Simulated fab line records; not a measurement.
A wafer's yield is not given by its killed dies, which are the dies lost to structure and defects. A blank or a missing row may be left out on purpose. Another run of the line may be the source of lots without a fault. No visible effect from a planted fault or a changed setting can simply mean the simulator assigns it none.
Struck lot and sound lot, side by side ; flow n5-finfet ; 19 out of 1938 route steps
Sound: these wafers, L302.3, L302.5, L302.6. The struck wafers were L295.1, L295.2, L295.6. The cause is named last.
At each step with rows: each side's tool, then ch and its chambers, then its first start. Under that, the readings that differ: sound wafers ; struck wafers ; difference of the means ; sigmas: that difference in standard deviations of wafers without a fault.
alike: same words and numbers on both sides, and readings whose means sit less than 2 such deviations apart. not compared: any withheld reading, any reading some wafer has no value for, any bound like >300 that may hide the same value, and any number with overlapping values for which the record gives no deviation.
Wherever a step has rows on one side only, a row that says differs or no value, or a row with sigmas, the two part there. Non-overlapping numbers with no deviation appear without sigmas and do not part them. A reading that every wafer of one side lacks parts them only if that side has two wafers or more.

N5_BEOL_M7_RS_MEAS_57: measures by four-point-probe.
  sound on film-metro-02 at day 13 06:02; struck on film-metro-01 at day 11 03:31
  alike: M7_RS
N5_BEOL_M7_INSPECT_58: inspects for defects (darkfield).
  sound on defect-inspect-01 at day 13 06:04; struck on defect-inspect-02 at day 11 03:33
  alike: raw-defect-count
N5_BEOL_M8_ILD_DEP_00: deposits SiCOH lowk from DEMS/porogen, target thk 179.75 nm, time 33.4 s.
  sound on pecvd-02 ch 0,2, day 13 06:06; struck on pecvd-01 ch 0,2, day 11 03:35
reading;sound;struck;difference;sigmas
showerhead-plenum-p-Torr (Torr);5.759 5.774 5.761;5.713 5.711 5.709;-0.054;-3
  alike: heater-power-w, throttle-valve-pct
N5_BEOL_M8_CURE_74: cures SiCOH lowk, time 240 s.
  sound on uv-cure-02 ch 2, day 13 06:19; struck on uv-cure-03 ch 1, day 11 03:40
  alike: lamp-power-pct, wafer_temp_C_max
N5_BEOL_M8_THK_MEAS_01:
  sound on film-metro-02 at day 13 06:40; struck on film-metro-02 at day 11 04:11
  alike: M8_ILD_THK
N5_BEOL_M8_PECVD_70: deposits SiO2 from TEOS/O2, target thk 20 nm, time 22.7 s.
  sound on pecvd-03 ch 0,1,2, day 13 06:43; struck on pecvd-01 ch 0,2, day 11 04:13
  alike: heater-power-w, showerhead-plenum-p-Torr, throttle-valve-pct
N5_BEOL_M8_HM_DEP_02: deposits TiN, target thk 20 nm.
  sound on pvd-sputter-02 at day 13 08:04; struck on pvd-sputter-02 at day 11 04:56
  alike: substrate-temp-c, throttle-valve-pct
then, 5 steps without rows for these wafers: N5_BEOL_M8_COAT_59 (time 60 s, resist thk 100 nm); N5_BEOL_M8_COAT_60 (time 60 s, resist thk 35 nm); N5_BEOL_M8_COAT_05 (resist thk 90 nm); N5_BEOL_M8_EBR_07; N5_BEOL_M8_SOFTBAKE_06 (time 60 s).
N5_BEOL_M8_EXPOSE_08: exposes mask M8.
  sound on arfi-scanner-03 ch 0, day 13 08:26; struck on arfi-scanner-02 ch 0, day 11 05:19
reading;sound;struck;difference;sigmas
model.BEOL_M8.overlay-x-nm (nm);0.6 0.6 0.6;11.8 11.8 11.8;+11.2;
  alike: mask, focus-offset-nm
then, 2 steps without rows for these wafers: N5_BEOL_M8_PEB_09 (peb time 60 s); N5_BEOL_M8_DEVELOP_10 (develop time 30 s).
N5_BEOL_M8_CD_MEAS_11: target cd 38.5 nm.
  sound on cd-sem-02 ch 0, day 13 08:34; struck on cd-sem-02 ch 0, day 11 05:26
  alike: cd-nm
N5_BEOL_M8_OVL_MEAS_12:
  sound on overlay-02 ch 0, day 13 08:35; struck on overlay-02 ch 0, day 11 05:28
reading;sound;struck;difference;sigmas
M8_OVL (nm);-0.4 0.4 1.2;11.9 11.3 11.6;+11.2;+15
N5_BEOL_M8_INSPECT_13: inspects for defects (brightfield).
  sound on defect-inspect-01 at day 13 08:37; struck on defect-inspect-01 at day 11 05:29
  alike: raw-defect-count
-- a jump in the record: the struck wafers' starts before and after are 3 days apart (it breaks off in module BEOL_M8 and resumes in module PASSIVATION, where the first step shown is number 1936 of the route) --
N5_PASSIVATION_PROBE_49:
  sound on prober-01 at day 17 06:19; struck on prober-01 at day 14 13:23
  alike: defect-limited-yield, killed_at_M0_to_M3, killed_at_M4_up, killed-at-contacts, killed-at-front-end, killed-at-other, killed-dies, killed-on-rim, killed-open, killed-short, sort_bin_4_leakage, sort_bin_5_function, sort_bin_6_memory, sort_bin_8_speed, sort-n-pass, sort-yield-pct

## WHERE THEY PART
Last at N5_BEOL_M8_OVL_MEAS_12 as far as this record goes, first at N5_BEOL_M8_ILD_DEP_00. Later steps at which nothing parts them and some readings are alike: N5_BEOL_M8_INSPECT_13, N5_PASSIVATION_PROBE_49.

WHY: what had been put in by the simulator
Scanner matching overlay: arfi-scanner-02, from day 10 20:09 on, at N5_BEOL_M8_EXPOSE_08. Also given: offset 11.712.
